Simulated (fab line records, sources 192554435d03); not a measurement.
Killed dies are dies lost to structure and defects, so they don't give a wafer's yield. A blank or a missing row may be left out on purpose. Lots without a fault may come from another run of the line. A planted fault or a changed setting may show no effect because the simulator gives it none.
Problem report in the 8D (eight disciplines) form, filled by code | flow n5_finfet | the parts of the form that need people (team, actions taken, sign-off) are left out

1. THE PROBLEM
killed_at_M4_up at N5_PASSIVATION_PROBE_49 reads a mean of 104 on 2 wafers of 2 lots; wafers without a fault read 14 with a standard deviation of 6.4. That is +14 standard deviations from the usual mean.
First seen on wafer L658.2, day 12 15:13, on prober-02. The record holds 35 wafers of 12 lots with a number at this step. Rule for "out", or "out of limits": more than 4 standard deviations from the usual mean. The other wafers with a number count as sound.

2. WHAT IT IS AND WHAT IT IS NOT
question                    | is                                                                                                   | is not
which readings at this step | killed_at_M4_up, defect_limited_yield, killed_dies, sort_bin_5_function, sort_n_pass, sort_yield_pct | killed_at_M0_to_M3, killed_at_contacts, killed_at_front_end, killed_at_other, killed_open, killed_short, sort_bin_4_leakage, sort_bin_6_memory, sort_bin_8_speed
which lots                  | L658, L660                                                                                           | L655, L656, L657, L668, L670, L671, L673, L674, L676, L678
which wafers of those lots  | L658.2, L660.3                                                                                       | L658.1, L658.5, L660.2, L660.6
read on which tools         | prober-02                                                                                            | prober-01
when                        | from day 12 15:13                                                                                    | up to then (9 sound wafers); but 24 sound wafers of L658, L660, L668, L670, L671, L673, L674, L676, L678 came after

3. SUSPECTS, AND WHAT RULES EACH OUT
Counting: a tool at a process step up to the reading stays a suspect if it ran every lot that is out. Sound lots after the first of them don't rule it out here, since some wafers of a struck lot are sound.
- pvd_sputter-01 at N5_BEOL_M4_SPUTTER_48 (material Cu, target thk 4.5 nm, time 8.29 s): kept. It ran every lot that is out, first L658 (day 8 06:06); its last sound lot up to then is L657 (day 8 04:16).
- rie_diel-04 at N5_PASSIVATION_ETCH_15 (etches SiCN in CF4/N2, target depth 75 nm, time 81.2 s): kept. It ran every lot that is out, first L658 (day 12 10:16). N5_PASSIVATION_ETCH_15 gives no start for some lots, so the hours and the order of its lots are those of N5_PASSIVATION_DESCUM_32.
- prober-02 at N5_PASSIVATION_PROBE_49: kept. It ran every lot that is out, first L658 (day 12 15:10); its last sound lot up to then is L656 (day 12 06:56). Its own readings are out on those wafers: defect_limited_yield, killed_at_M4_up, killed_dies, sort_bin_5_function, sort_n_pass, sort_yield_pct.
Left after counting: pvd_sputter-01 at N5_BEOL_M4_SPUTTER_48, rie_diel-04 at N5_PASSIVATION_ETCH_15, prober-02 at N5_PASSIVATION_PROBE_49.

4. THE CAUSE (what the simulator had put in)
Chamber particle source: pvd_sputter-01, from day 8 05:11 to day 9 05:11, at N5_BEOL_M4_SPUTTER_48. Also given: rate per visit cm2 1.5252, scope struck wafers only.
Counting left 3 suspects, and this tool is among them.

5. THE CHAIN OF EFFECTS, in route order
Each row: a reading whose mean over the struck wafers that have a number lies more than 3 standard deviations from the usual. Only readings for which the record gives a usual standard deviation are gone through. hours: the time from each lot's start at the first step in this table that gives one to its start at this step, as a median over the lots. sigmas: the change in usual standard deviations.
hours | step                    | reading              | usual  | on struck wafers | change | sigmas
0     | N5_PASSIVATION_PROBE_49 | defect_limited_yield | 91.3 % | 82.8             | -8.5   | -5.0
0     | N5_PASSIVATION_PROBE_49 | killed_at_M4_up      | 14     | 104              | +90    | +14
0     | N5_PASSIVATION_PROBE_49 | killed_dies          | 103    | 203              | +100   | +5.0
0     | N5_PASSIVATION_PROBE_49 | killed_on_rim        | 13     | 27               | +14    | +3.5
0     | N5_PASSIVATION_PROBE_49 | sort_bin_5_function  | 5.1 %  | 10.4             | +5.3   | +4.9
0     | N5_PASSIVATION_PROBE_49 | sort_n_pass          | 1077   | 977              | -100   | -4.8
0     | N5_PASSIVATION_PROBE_49 | sort_yield_pct       | 91.2 % | 82.8             | -8.4   | -4.9
The process steps in it:
- N5_PASSIVATION_PROBE_49

6. WHAT WOULD HAVE CAUGHT IT SOONER
In this record the first reading out of limits was taken at day 12 15:13, 106 hours after the fault began at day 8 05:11.
Of the tool readings at N5_BEOL_M4_SPUTTER_48 for which the record gives a usual standard deviation, none was out on any struck wafer, so an alarm limit of 4 standard deviations on them would not have fired.
All the lots that are out (2) had begun N5_BEOL_M4_SPUTTER_48 on pvd_sputter-01 by day 12 15:13. A hold on the tool at that time would have spared none of them.
